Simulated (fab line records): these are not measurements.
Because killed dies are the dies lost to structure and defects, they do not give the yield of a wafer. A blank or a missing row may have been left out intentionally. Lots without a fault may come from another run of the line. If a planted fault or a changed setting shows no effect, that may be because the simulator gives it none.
Matching of chambers :: flow nand_harc :: NHARC_A_BONDPAD_DEP_00 on pecvd-01: 3 sister chambers
The step deposits SiCN, target thk 250 nm. 3 wafers are shown with their chamber, then 8 later ones without.

== EACH WAFER AND ITS CHAMBER ==
wafer: L791.4
chamber: 1
heater_power_w (W): 591

wafer: L791.6
chamber: 0
heater_power_w (W): 479

wafer: L801.3
chamber: 2
heater_power_w (W): 660

== WAFERS WITHOUT THEIR CHAMBER ==
wafer: L801.4
heater_power_w (W): 414

wafer: L801.5
heater_power_w (W): 649

wafer: L802.2
heater_power_w (W): 459

wafer: L802.4
heater_power_w (W): 463

wafer: L802.5
heater_power_w (W): 570

wafer: L806.3
heater_power_w (W): 420

wafer: L806.5
heater_power_w (W): 425

wafer: L806.6
heater_power_w (W): 643

== WHICH CHAMBER EACH WENT THROUGH ==
wafer: L801.4
from the rows above: 0
in truth: 0

wafer: L801.5
from the rows above: can't be placed: 2 or 1
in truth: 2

wafer: L802.2
from the rows above: 0
in truth: 0

wafer: L802.4
from the rows above: 0
in truth: 0

wafer: L802.5
from the rows above: can't be placed: 1 or 2 or 0
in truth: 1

wafer: L806.3
from the rows above: 0
in truth: 0

wafer: L806.5
from the rows above: 0
in truth: 0

wafer: L806.6
from the rows above: can't be placed: 2 or 1
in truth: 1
Correct placement for 5 of the 8. These rows do not allow placing 3 (true chamber among the candidates in 3). 0 placed wrongly.
How it was worked out, from the rows above alone: a wafer's distance from a chamber is the root of the sum, over the readings, of the square of ((its reading less the chamber's mean) divided by the reading's scatter). The wafer belongs to the nearest chamber; if the next one is less than 2 further off, it can't be placed. Each chamber's mean is taken over the wafers shown for it. The scatter: root of mean squared gap, hidden wafer to nearest shown wafer, with one shown wafer a chamber.
